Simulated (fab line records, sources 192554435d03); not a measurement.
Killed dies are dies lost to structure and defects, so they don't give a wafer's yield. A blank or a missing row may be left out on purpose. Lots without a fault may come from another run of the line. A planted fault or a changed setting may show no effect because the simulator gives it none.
Which tool did it? | flow n5_finfet | 12 lots, 36 wafers sampled, at 6 steps of a route of 1938

WHAT THE GAUGES READ, wafer by wafer
N5_BEOL_M5_OVL_MEAS_29.
lot  | measured     | on         | V4_OVL (nm)
L075 | day 8 18:29  | overlay-02 | -1.5 0.1 -0.7
L076 | day 9 01:58  | overlay-02 | -0.7 0.2 0.0
L079 | day 9 10:16  | overlay-02 | -1.3 -0.8 -0.9
L080 | day 10 02:57 | overlay-01 | 1.4 0.9 0.5
L083 | day 10 08:31 | overlay-01 | -0.4 -0.3 -0.5
L085 | day 11 00:58 | overlay-02 | -0.9 -0.5 -0.3
L086 | day 11 06:50 | overlay-02 | -0.3 -1.9 -0.5
L089 | day 12 05:05 | overlay-01 | -0.8 -1.1 -0.9
L091 | day 12 16:10 | overlay-02 | 0.2 0.3 0.3
L092 | day 12 16:07 | overlay-01 | 1.4 1.1 1.4
L095 | day 13 15:33 | overlay-01 | 0.7 -1.1 0.0
L097 | day 13 18:33 | overlay-02 | -0.7 -0.1 -0.2

WHICH TOOL RAN EACH LOT (tool, then ch and the chambers of the sampled wafers, then the start)
lot  | N5_BEOL_M4_DEGAS_44          | N5_BEOL_M4_SPUTTER_79        | N5_BEOL_M4_SPUTTER_88        | N5_BEOL_M5_ETCH_72                 | N5_BEOL_M5_STRIP_64
L075 | pvd_sputter-03, day 8 10:42  | pvd_sputter-03, day 8 11:37  | pvd_sputter-03, day 8 12:17  | rie_diel-01 ch 0,1, day 8 17:36    | rie_diel-01 ch 0,1, day 8 17:47
L076 | pvd_sputter-03, day 8 17:37  | pvd_sputter-03, day 8 18:33  | pvd_sputter-03, day 8 19:13  | rie_diel-03 ch 0,2,3, day 9 00:37  | rie_diel-03 ch 0,2,3, day 9 00:47
L079 | pvd_sputter-01, day 8 23:52  | pvd_sputter-03, day 9 00:39  | pvd_sputter-03, day 9 01:19  | rie_diel-05 ch 0,2,3, day 9 09:32  | rie_diel-05 ch 0,2,3, day 9 09:42
L080 | pvd_sputter-01, day 9 18:05  | pvd_sputter-02, day 9 19:15  | pvd_sputter-02, day 9 19:55  | rie_diel-01 ch 0,1,2, day 10 01:57 | rie_diel-01 ch 0,1,2, day 10 02:08
L083 | pvd_sputter-03, day 9 21:58  | pvd_sputter-02, day 9 23:09  | pvd_sputter-02, day 9 23:49  | rie_diel-01 ch 0,1, day 10 04:49   | rie_diel-01 ch 0,1, day 10 04:59
L085 | pvd_sputter-02, day 10 16:40 | pvd_sputter-01, day 10 17:48 | pvd_sputter-01, day 10 18:28 | rie_diel-03 ch 0,3, day 10 23:08   | rie_diel-03 ch 0,3, day 10 23:19
L086 | pvd_sputter-03, day 10 22:24 | pvd_sputter-02, day 10 23:27 | pvd_sputter-02, day 11 00:07 | rie_diel-01 ch 2,3, day 11 05:56   | rie_diel-01 ch 2,3, day 11 06:07
L089 | pvd_sputter-01, day 11 18:02 | pvd_sputter-02, day 11 18:53 | pvd_sputter-02, day 11 19:32 | rie_diel-05 ch 0,1,2, day 12 02:37 | rie_diel-05 ch 0,1,2, day 12 02:48
L091 | pvd_sputter-03, day 12 02:53 | pvd_sputter-02, day 12 04:02 | pvd_sputter-02, day 12 04:41 | rie_diel-01 ch 0,2,3, day 12 12:01 | rie_diel-01 ch 0,2,3, day 12 12:11
L092 | pvd_sputter-02, day 12 06:23 | pvd_sputter-01, day 12 07:35 | pvd_sputter-01, day 12 08:15 | rie_diel-05 ch 1,2,3, day 12 13:02 | rie_diel-05 ch 1,2,3, day 12 13:12
L095 | pvd_sputter-01, day 13 03:55 | pvd_sputter-03, day 13 04:55 | pvd_sputter-03, day 13 05:34 | rie_diel-01 ch 0,1,2, day 13 13:07 | rie_diel-01 ch 0,1,2, day 13 13:17
L097 | pvd_sputter-02, day 13 09:35 | pvd_sputter-01, day 13 10:49 | pvd_sputter-01, day 13 11:28 | rie_diel-01 ch 0,1,2, day 13 17:03 | rie_diel-01 ch 0,1,2, day 13 17:13
- N5_BEOL_M4_DEGAS_44: time 60 s.
- N5_BEOL_M4_SPUTTER_79: material Cu, target thk 4.5 nm, time 8.29 s.
- N5_BEOL_M4_SPUTTER_88: material Cu, target thk 4.5 nm, time 8.29 s.
- N5_BEOL_M5_ETCH_72: etches underlayer in N2/H2, target depth 6.5 nm, time 5.2 s.
- N5_BEOL_M5_STRIP_64: strips in CF4.

THE ANSWER, worked out from the rows above alone
Rule: what is usual is taken from the lots themselves. Put in order of their means at a reading, lots are off if they are a third of the lots or fewer, leave a main group of 4 or more, and stand apart from it by a gap of 3 or more times the standard deviation of the main group's means; of several such gaps the widest counts. A main group whose means are all the same, to the digits that the tables above print for the reading, isn't used. A lot without any number at a reading at which 4 lots or more have one is off too. The other lots that the step has rows for count as sound.
No lot is off at any reading shown: from this, nothing can be told.

WHAT THE SIMULATOR HAD PUT IN
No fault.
